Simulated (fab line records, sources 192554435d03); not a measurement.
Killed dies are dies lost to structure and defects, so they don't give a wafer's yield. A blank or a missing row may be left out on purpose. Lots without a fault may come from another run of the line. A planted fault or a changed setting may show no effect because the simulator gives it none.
A struck lot beside a sound one | flow n5_finfet | 16 steps out of a route of 1938
Sound: wafers L180.2, L180.4, L180.6. Struck: wafers L194.4, L194.5, L194.6. The cause comes at the end.
At each step with rows: each side's tool, then ch and its chambers, then its first start. Under that, the readings that differ: sound wafers | struck wafers | difference of the means | sigmas: that difference in standard deviations of wafers without a fault.
alike: readings whose means differ by less than 2 such deviations, and words and numbers that are the same on both sides. not compared: withheld readings, readings that some wafer has no value for, bounds like >300 that may hide the same value, and numbers for which the record gives no deviation and whose values overlap.
The two part at a step that has a row with sigmas, a row that says differs or no value, or rows on one side only. Numbers that don't overlap but have no deviation are shown without sigmas and don't part them. A reading that every wafer of one side lacks parts them only if that side has two wafers or more.

N5_BEOL_M1_SPUTTER_81: material Cu, target thk 4.5 nm, time 8.29 s.
  sound on pvd_sputter-01, day 6 19:47; struck on pvd_sputter-01, day 10 11:31
  alike: chamber_pressure_pa, chuck_gas_flow_sccm, chuck_sensor_temp_C, throttle_valve_pct
then, 4 steps without rows for these wafers: N5_BEOL_M1_ANNEAL_82 (time 240 s); N5_BEOL_M1_SPUTTER_86 (material Cu, target thk 4.5 nm, time 8.29 s); N5_BEOL_M1_ANNEAL_87 (time 240 s); N5_BEOL_M1_SPUTTER_88 (material Cu, target thk 4.5 nm, time 8.29 s).
N5_BEOL_M1_ANNEAL_89: time 240 s.
  sound on pvd_sputter-01, day 6 20:19; struck on pvd_sputter-01, day 10 12:02
  alike: heater_power_w
then, 1 step without rows for these wafers: N5_BEOL_M1_SPUTTER_90 (material Cu, target thk 4.5 nm, time 8.29 s).
N5_BEOL_M1_ANNEAL_91: time 240 s.
  sound on pvd_sputter-01, day 6 20:32; struck on pvd_sputter-01, day 10 12:16
  alike: heater_power_w
N5_BEOL_M1_SPUTTER_92: material Cu, target thk 4.5 nm, time 8.29 s.
  sound on pvd_sputter-01, day 6 20:40; struck on pvd_sputter-01, day 10 12:24
  alike: chamber_pressure_pa, chuck_gas_flow_sccm, chuck_sensor_temp_C, throttle_valve_pct
then, 2 steps without rows for these wafers: N5_BEOL_M1_ANNEAL_93 (time 240 s); N5_BEOL_M1_SPUTTER_94 (material Cu, target thk 4.5 nm, time 8.29 s).
N5_BEOL_M1_ANNEAL_95: time 240 s.
  sound on pvd_sputter-01, day 6 20:58; struck on pvd_sputter-01, day 10 12:42
  alike: heater_power_w
N5_BEOL_M1_SPUTTER_96: material Cu, target thk 4.5 nm, time 8.29 s.
  sound on pvd_sputter-01, day 6 21:07; struck on pvd_sputter-01, day 10 12:50
  no value came back on the struck wafers for chamber_pressure_pa (Pa), chuck_gas_flow_sccm (sccm), chuck_sensor_temp_C (C), throttle_valve_pct (%); on the sound wafers chamber_pressure_pa (Pa) reads 0.07013 0.06994 0.06976
then, 1 step without rows for these wafers: N5_BEOL_M1_ECD_50 (material Cu, target thk 300 nm).
N5_BEOL_M4_RC_MEAS_101:
  sound on prober-02 ch 0, day 8 09:34; struck on prober-01 ch 0, day 12 05:05
  alike: DIBL_N, DIBL_P, IOFF_N, IOFF_P, ION_N, ION_P, SS_N, SS_P, VT_N, VT_P
-- the record jumps here: 5 days lie between the struck wafers' starts before and after (it left off in module BEOL_M4 and takes up again in module PASSIVATION, whose first step shown is number 1936 of the route) --
N5_PASSIVATION_PROBE_49:
  sound on prober-01, day 12 10:43; struck on prober-02, day 16 23:10
  reading              | sound | struck   | difference | sigmas
  sort_bin_8_speed (%) | 0 0 0 | 0 0.17 0 | +0         | +4
  alike: defect_limited_yield, killed_at_M0_to_M3, killed_at_M4_up, killed_at_contacts, killed_at_front_end, killed_at_other, killed_dies, killed_open, killed_short, sort_bin_5_function, sort_bin_6_memory, sort_n_pass

WHERE THEY PART
First at N5_BEOL_M1_SPUTTER_96; last, within this record, at N5_PASSIVATION_PROBE_49.

WHY: what the simulator had put in
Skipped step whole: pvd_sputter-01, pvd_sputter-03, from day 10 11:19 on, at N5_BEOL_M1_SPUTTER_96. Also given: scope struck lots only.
